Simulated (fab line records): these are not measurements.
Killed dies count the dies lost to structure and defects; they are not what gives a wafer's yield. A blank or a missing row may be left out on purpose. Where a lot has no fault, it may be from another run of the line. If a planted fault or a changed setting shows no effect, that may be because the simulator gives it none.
Matching of chambers / flow n5-finfet / rie-diel-03 running N5_BEOL_M7_DESCUM_16: 4 sister chambers
The step chemistry O2, time 7.9 s. 16 wafers are shown with their chamber, then 8 later ones without.

== WAFERS PAIRED WITH THEIR CHAMBERS ==
wafer=L076.3; chamber=1; showerhead-plenum-p-Torr (Torr)=2.17; oes-product-au (a.u.)=0.74; drypump-motor-current-A (A)=6.1
wafer=L076.4; chamber=3; showerhead-plenum-p-Torr (Torr)=2.18; oes-product-au (a.u.)=0.75; drypump-motor-current-A (A)=6.3
wafer=L076.6; chamber=2; showerhead-plenum-p-Torr (Torr)=2.06; oes-product-au (a.u.)=0.91; drypump-motor-current-A (A)=6.3
wafer=L077.4; chamber=3; showerhead-plenum-p-Torr (Torr)=2.18; oes-product-au (a.u.)=0.75; drypump-motor-current-A (A)=6.3
wafer=L077.5; chamber=2; showerhead-plenum-p-Torr (Torr)=2.06; oes-product-au (a.u.)=0.92; drypump-motor-current-A (A)=6.3
wafer=L077.6; chamber=3; showerhead-plenum-p-Torr (Torr)=2.18; oes-product-au (a.u.)=0.75; drypump-motor-current-A (A)=6.3
wafer=L080.1; chamber=2; showerhead-plenum-p-Torr (Torr)=2.05; oes-product-au (a.u.)=0.90; drypump-motor-current-A (A)=6.3
wafer=L080.4; chamber=0; showerhead-plenum-p-Torr (Torr)=2.03; oes-product-au (a.u.)=0.87; drypump-motor-current-A (A)=5.6
wafer=L080.5; chamber=3; showerhead-plenum-p-Torr (Torr)=2.18; oes-product-au (a.u.)=0.74; drypump-motor-current-A (A)=6.4
wafer=L078.4; chamber=3; showerhead-plenum-p-Torr (Torr)=2.18; oes-product-au (a.u.)=0.75; drypump-motor-current-A (A)=6.3
wafer=L078.5; chamber=1; showerhead-plenum-p-Torr (Torr)=2.17; oes-product-au (a.u.)=0.74; drypump-motor-current-A (A)=6.1
wafer=L078.6; chamber=2; showerhead-plenum-p-Torr (Torr)=2.05; oes-product-au (a.u.)=0.91; drypump-motor-current-A (A)=6.3
wafer=L081.3; chamber=0; showerhead-plenum-p-Torr (Torr)=2.03; oes-product-au (a.u.)=0.87; drypump-motor-current-A (A)=5.7
wafer=L081.5; chamber=0; showerhead-plenum-p-Torr (Torr)=2.03; oes-product-au (a.u.)=0.86; drypump-motor-current-A (A)=5.7
wafer=L081.6; chamber=1; showerhead-plenum-p-Torr (Torr)=2.17; oes-product-au (a.u.)=0.73; drypump-motor-current-A (A)=6.1
wafer=L088.2; chamber=3; showerhead-plenum-p-Torr (Torr)=2.17; oes-product-au (a.u.)=0.74; drypump-motor-current-A (A)=6.4

SIGNATURES, as means of the wafers listed above
reading=showerhead-plenum-p-Torr; chamber 0=2.0300; chamber 1=2.1700; chamber 2=2.0550; chamber 3=2.1783; scatter within a chamber=0.00391
reading=oes-product-au; chamber 0=0.8667; chamber 1=0.7367; chamber 2=0.9100; chamber 3=0.7467; scatter within a chamber=0.00624
reading=drypump-motor-current-A; chamber 0=5.667; chamber 1=6.100; chamber 2=6.300; chamber 3=6.333; scatter within a chamber=0.0408
Rule: a wafer's distance from a chamber is the root of the sum, over the readings, of the square of ((its reading less the chamber's mean) divided by the reading's scatter). If the next closest chamber is less than 2 further off than the closest, the wafer can't be placed; otherwise it belongs to the closest. The scatter: take each reading less its chamber's mean, square it, sum over the shown wafers, divide by the number of wafers less the number of chambers, and take the root.

== WAFERS WITH NO CHAMBER GIVEN ==
wafer=L088.4; showerhead-plenum-p-Torr (Torr)=2.17; oes-product-au (a.u.)=0.72; drypump-motor-current-A (A)=6.1
wafer=L088.6; showerhead-plenum-p-Torr (Torr)=2.17; oes-product-au (a.u.)=0.73; drypump-motor-current-A (A)=6.3
wafer=L092.3; showerhead-plenum-p-Torr (Torr)=2.16; oes-product-au (a.u.)=0.71; drypump-motor-current-A (A)=6.1
wafer=L092.4; showerhead-plenum-p-Torr (Torr)=2.17; oes-product-au (a.u.)=0.72; drypump-motor-current-A (A)=6.3
wafer=L092.6; showerhead-plenum-p-Torr (Torr)=2.02; oes-product-au (a.u.)=0.84; drypump-motor-current-A (A)=5.6
wafer=L093.1; showerhead-plenum-p-Torr (Torr)=2.16; oes-product-au (a.u.)=0.71; drypump-motor-current-A (A)=6.1
wafer=L093.3; showerhead-plenum-p-Torr (Torr)=2.02; oes-product-au (a.u.)=0.84; drypump-motor-current-A (A)=5.6
wafer=L093.4; showerhead-plenum-p-Torr (Torr)=2.17; oes-product-au (a.u.)=0.74; drypump-motor-current-A (A)=6.3

== CHAMBER TAKEN BY EACH ==
wafer=L088.4; from the rows above=1; in truth=1
wafer=L088.6; from the rows above=can't be placed: 3 or 1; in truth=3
wafer=L092.3; from the rows above=1; in truth=1
wafer=L092.4; from the rows above=can't be placed: 3 or 1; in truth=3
wafer=L092.6; from the rows above=0; in truth=0
wafer=L093.1; from the rows above=1; in truth=1
wafer=L093.3; from the rows above=0; in truth=0
wafer=L093.4; from the rows above=3; in truth=3
Correctly placed: 6 of 8. Not placeable from these rows: 2 (in 2, the candidates include the true chamber). Placed wrongly: 0.
